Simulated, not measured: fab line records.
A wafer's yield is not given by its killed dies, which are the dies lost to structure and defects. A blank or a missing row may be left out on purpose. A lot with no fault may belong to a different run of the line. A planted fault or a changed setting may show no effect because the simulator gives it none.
Chamber matching + flow n5 finfet + N5_DUMMY_GATE_ETCH_37 on rie diel-04: 4 sister chambers
The step etches SOC in N2/H2, target depth 60 nm, overetch 30 nm. 7 wafers are shown with their chamber, then 7 later ones without.

## WAFERS WITH THEIR CHAMBER
| wafer  | chamber | drypump motor current A (A) | showerhead plenum p Torr (Torr) |
|--------|---------|-----------------------------|---------------------------------|
| L079.4 | 0       | 6.4                         | 2.60                            |
| L082.2 | 1       | 4.7                         | 2.62                            |
| L085.3 | 3       | 5.5                         | 2.62                            |
| L085.5 | 3       | 5.5                         | 2.62                            |
| L085.6 | 0       | 6.5                         | 2.59                            |
| L089.2 | 2       | 5.4                         | 2.71                            |
| L089.4 | 1       | 4.7                         | 2.62                            |

## WAFERS MISSING THEIR CHAMBER
| wafer  | drypump motor current A (A) | showerhead plenum p Torr (Torr) |
|--------|-----------------------------|---------------------------------|
| L089.5 | 6.5                         | 2.59                            |
| L092.3 | 6.4                         | 2.59                            |
| L092.5 | 6.4                         | 2.59                            |
| L092.6 | 4.7                         | 2.62                            |
| L097.1 | 6.5                         | 2.58                            |
| L097.4 | 5.5                         | 2.61                            |
| L097.6 | 5.4                         | 2.70                            |

## WHICH CHAMBER EACH WENT THROUGH
| wafer  | from the rows above | in truth |
|--------|---------------------|----------|
| L089.5 | 0                   | 0        |
| L092.3 | 0                   | 0        |
| L092.5 | 0                   | 0        |
| L092.6 | 1                   | 1        |
| L097.1 | 0                   | 0        |
| L097.4 | 3                   | 3        |
| L097.6 | 2                   | 2        |
Placed correctly: 7 of 7. Number that these rows cannot place: 0. Placed wrongly: 0.
How it was worked out, from the rows above alone: a wafer's distance from a chamber is the root of the sum, over the readings, of the square of ((its reading less the chamber's mean) divided by the reading's scatter). The wafer belongs to the nearest chamber; if the next one is less than 2 further off, it can't be placed. Each chamber's mean is taken over the wafers shown for it. The scatter is the square root of a quotient: the sum, over the shown wafers, of each reading's squared deviation from its chamber's mean, divided by wafers minus chambers.
